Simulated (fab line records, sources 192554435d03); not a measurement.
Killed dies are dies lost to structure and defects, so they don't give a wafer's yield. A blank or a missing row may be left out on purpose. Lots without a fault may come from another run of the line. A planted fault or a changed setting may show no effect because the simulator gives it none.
Problem report in the 8D (eight disciplines) form, filled by code | flow n5_finfet | the parts of the form that need people (team, actions taken, sign-off) are left out

1. THE PROBLEM
spin_speed_rpm at N5_BEOL_M0_SAQP_COAT_08 reads a mean of 1547.4 rpm on 6 wafers of 2 lots; wafers without a fault read 1500.2 rpm with a standard deviation of 0.97. That is +49 standard deviations from the usual mean.
The step: resist thk 90 nm.
First seen on wafer L916.1, day 8 06:38, on litho_track-04. The record holds 33 wafers of 11 lots with a number at this step. Rule for "out", or "out of limits": more than 4 standard deviations from the usual mean. The other wafers with a number count as sound.

2. WHAT IT IS AND WHAT IT IS NOT
question                    | is                     | is not
which readings at this step | spin_speed_rpm         | -
which lots                  | L916, L917             | L907, L908, L910, L912, L914, L920, L922, L925, L928
which wafers of those lots  | all that have a number | -
read on which tools         | litho_track-04         | litho_track-01, litho_track-05
when                        | from day 8 06:38       | up to then (15 sound wafers); but 12 sound wafers of L920, L922, L925, L928 came after

3. SUSPECTS, AND WHAT RULES EACH OUT
Counting: a tool at a process step up to the reading stays a suspect if it ran every lot that is out and no sound lot after the first of them.
- plasma_asher-01 at N5_MOL_CONTACT_COAG_STRIP_49 (strips in N2/H2, time 30 s): ruled out as a lasting fault. Sound lots L922 ran on it after its first lot that is out, L916 (day 8 00:10).
- litho_track-04 at N5_BEOL_M0_SAQP_COAT_08 (resist thk 90 nm): kept. It ran every lot that is out, first L916 (day 8 06:38), and no sound lot after that; its last sound lot up to then is L914 (day 7 21:08). Its own readings are out on those wafers: spin_speed_rpm.
Left after counting: litho_track-04 at N5_BEOL_M0_SAQP_COAT_08.

4. THE CAUSE (what the simulator had put in)
Process parameter drift: litho_track-04, from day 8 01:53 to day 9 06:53, at N5_BEOL_M0_SAQP_COAT_08. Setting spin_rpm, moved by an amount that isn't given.
Counting left only this tool.

5. THE CHAIN OF EFFECTS, in route order
Each row: a reading whose mean over the struck wafers that have a number lies more than 3 standard deviations from the usual. Only readings for which the record gives a usual standard deviation are gone through. hours: the time from each lot's start at the first step in this table that gives one to its start at this step, as a median over the lots. sigmas: the change in usual standard deviations.
hours | step                    | reading        | usual      | on struck wafers | change | sigmas
0     | N5_BEOL_M0_SAQP_COAT_08 | spin_speed_rpm | 1500.2 rpm | 1547.4           | +47.2  | +49
The process steps in it:
- N5_BEOL_M0_SAQP_COAT_08: resist thk 90 nm.
Later measuring or inspecting steps at which every struck wafer that the step has a row for has a number for every such reading, and none has moved that far: N5_BEOL_M0_SAQP_CD_MEAS_14, N5_BEOL_M4_RC_MEAS_101.

6. WHAT WOULD HAVE CAUGHT IT SOONER
In this record the first reading out of limits was taken at day 8 06:38, 5 hours after the fault began at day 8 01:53.
